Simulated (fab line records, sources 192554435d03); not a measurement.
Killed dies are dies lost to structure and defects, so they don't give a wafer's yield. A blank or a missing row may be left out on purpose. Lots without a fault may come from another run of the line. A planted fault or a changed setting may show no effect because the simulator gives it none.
Which tool did it? | flow n5_finfet | 7 lots, 21 wafers sampled, at 2 steps of a route of 1938

WHAT THE GAUGES READ, wafer by wafer
N5_BEOL_M6_THK_MEAS_53: measures by xrf.
lot  | measured     | on            | M6_THK (nm)
L288 | day 9 00:53  | film_metro-02 | 75.6 80.5 78.2
L291 | day 9 21:14  | film_metro-02 | 79.9 80.9 77.8
L293 | day 10 02:31 | film_metro-01 | 75.8 78.0 76.1
L295 | day 10 22:57 | film_metro-01 | 75.2 76.3 75.4
L302 | day 12 12:32 | film_metro-01 | 77.2 77.0 75.7
L307 | day 13 09:59 | film_metro-01 | 77.4 78.2 78.2
L304 | day 13 22:02 | film_metro-01 | 77.6 76.2 77.8

WHICH TOOL RAN EACH LOT (tool, then ch and the chambers of the sampled wafers, then the start)
lot  | N5_BEOL_M6_PRE_CLEAN_45
L288 | pvd_sputter-01, day 8 21:44
L291 | pvd_sputter-01, day 9 19:53
L293 | pvd_sputter-02, day 10 00:58
L295 | pvd_sputter-03, day 10 21:10
L302 | pvd_sputter-03, day 12 09:35
L307 | pvd_sputter-01, day 13 08:17
L304 | pvd_sputter-03, day 13 20:03
- N5_BEOL_M6_PRE_CLEAN_45: time 30 s.

THE ANSWER, worked out from the rows above alone
Rule: what is usual is taken from the lots themselves. Put in order of their means at a reading, lots are off if they are a third of the lots or fewer, leave a main group of 4 or more, and stand apart from it by a gap of 3 or more times the standard deviation of the main group's means; of several such gaps the widest counts. A main group whose means are all the same, to the digits that the tables above print for the reading, isn't used. A lot without any number at a reading at which 4 lots or more have one is off too. The other lots that the step has rows for count as sound.
No lot is off at any reading shown: from this, nothing can be told.

WHAT THE SIMULATOR HAD PUT IN
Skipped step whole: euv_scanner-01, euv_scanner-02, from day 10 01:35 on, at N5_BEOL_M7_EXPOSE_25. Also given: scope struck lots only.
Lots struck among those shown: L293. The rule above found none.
